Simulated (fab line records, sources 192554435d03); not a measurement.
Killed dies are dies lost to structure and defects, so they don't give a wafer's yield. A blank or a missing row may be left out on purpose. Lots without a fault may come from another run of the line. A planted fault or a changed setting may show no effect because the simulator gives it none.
Chamber matching | flow n5_finfet | N5_MOL_CONTACT_COAG_ETCH_65 on rie_diel-06: 4 sister chambers
The step etches underlayer in N2/H2, target depth 13 nm, time 10.4 s. 8 wafers are shown with their chamber, then 10 later ones without.

WAFERS WITH THEIR CHAMBER
wafer  | chamber | showerhead_plenum_p_Torr (Torr) | drypump_motor_current_A (A)
L085.2 | 2       | 2.70                            | 5.5
L085.5 | 0       | 2.72                            | 5.3
L090.5 | 2       | 2.70                            | 5.4
L090.6 | 3       | 2.66                            | 5.2
L091.1 | 3       | 2.66                            | 5.2
L091.5 | 1       | 2.46                            | 6.7
L092.1 | 0       | 2.71                            | 5.3
L092.3 | 1       | 2.46                            | 6.7

WAFERS WITHOUT THEIR CHAMBER
wafer  | showerhead_plenum_p_Torr (Torr) | drypump_motor_current_A (A)
L092.6 | 2.66                            | 5.2
L093.2 | 2.45                            | 6.7
L093.4 | 2.71                            | 5.3
L093.6 | 2.66                            | 5.2
L094.1 | 2.45                            | 6.7
L094.2 | 2.70                            | 5.4
L094.6 | 2.71                            | 5.3
L096.1 | 2.45                            | 6.6
L096.2 | 2.69                            | 5.4
L096.6 | 2.66                            | 5.1

WHICH CHAMBER EACH WENT THROUGH
wafer  | from the rows above | in truth
L092.6 | 3                   | 3
L093.2 | 1                   | 1
L093.4 | 0                   | 0
L093.6 | 3                   | 3
L094.1 | 1                   | 1
L094.2 | 2                   | 2
L094.6 | 0                   | 0
L096.1 | 1                   | 1
L096.2 | 2                   | 2
L096.6 | 3                   | 3
Placed correctly: 10 of 10. Can't be placed from these rows: 0. Placed wrongly: 0.
How it was worked out, from the rows above alone: a wafer's distance from a chamber is the root of the sum, over the readings, of the square of ((its reading less the chamber's mean) divided by the reading's scatter). The wafer belongs to the nearest chamber; if the next one is less than 2 further off, it can't be placed. A chamber's mean is the mean of its shown wafers. The scatter: the root of (the sum of the squares of (reading less its chamber's mean) over the shown wafers, divided by (wafers less chambers)).
